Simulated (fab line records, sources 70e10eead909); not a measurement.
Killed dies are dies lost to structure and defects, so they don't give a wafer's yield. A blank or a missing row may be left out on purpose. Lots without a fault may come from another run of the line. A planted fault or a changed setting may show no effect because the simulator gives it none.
Chamber matching | flow nand_harc | NHARC_P_M0_PRE_CLEAN_31 on pecvd-04: 3 sister chambers
The step time 12 s. 16 wafers are shown with their chamber, then 8 later ones without.

WAFERS WITH THEIR CHAMBER
wafer  | chamber | rf_fwd_power_W (W) | heater_power_w (W)
L075.1 | 1       | 292.6              | 711
L075.4 | 2       | 292.4              | 712
L075.5 | 1       | 293.1              | 701
L076.1 | 1       | 292.6              | 670
L076.4 | 1       | 291.1              | 678
L076.5 | 0       | 291.5              | 718
L082.3 | 0       | 291.8              | 749
L082.4 | 2       | 293.9              | 630
L082.6 | 1       | 292.8              | 787
L086.1 | 0       | 291.0              | 737
L086.4 | 2       | 291.7              | 689
L086.5 | 1       | 293.5              | 775
L086.2 | 1       | 292.9              | 785
L086.3 | 2       | 291.4              | 686
L086.6 | 0       | 291.0              | 713
L091.1 | 0       | 291.4              | 636

SIGNATURES (means of the wafers above)
reading        | chamber 0 | chamber 1 | chamber 2 | scatter within a chamber
rf_fwd_power_W | 291.340   | 292.657   | 292.350   | 0.766
heater_power_w | 710.60    | 729.57    | 679.25    | 45.8
Rule: a wafer's distance from a chamber is the root of the sum, over the readings, of the square of ((its reading less the chamber's mean) divided by the reading's scatter). The wafer belongs to the nearest chamber; if the next one is less than 2 further off, it can't be placed. The scatter: the root of (the sum of the squares of (reading less its chamber's mean) over the shown wafers, divided by (wafers less chambers)).

WAFERS WITHOUT THEIR CHAMBER
wafer  | rf_fwd_power_W (W) | heater_power_w (W)
L091.4 | 292.0              | 655
L091.5 | 291.4              | 607
L091.2 | 292.2              | 595
L091.3 | 292.7              | 650
L091.6 | 294.4              | 654
L092.4 | 291.8              | 674
L092.5 | 293.7              | 711
L092.6 | 293.3              | 703

WHICH CHAMBER EACH WENT THROUGH
wafer  | from the rows above          | in truth
L091.4 | can't be placed: 2 or 0 or 1 | 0
L091.5 | can't be placed: 2 or 0 or 1 | 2
L091.2 | can't be placed: 2 or 0 or 1 | 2
L091.3 | can't be placed: 2 or 1 or 0 | 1
L091.6 | can't be placed: 2 or 1 or 0 | 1
L092.4 | can't be placed: 2 or 0 or 1 | 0
L092.5 | can't be placed: 1 or 2 or 0 | 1
L092.6 | can't be placed: 1 or 2 or 0 | 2
Placed correctly: 0 of 8. Can't be placed from these rows: 8 (the true chamber is among the candidates in 8). Placed wrongly: 0.
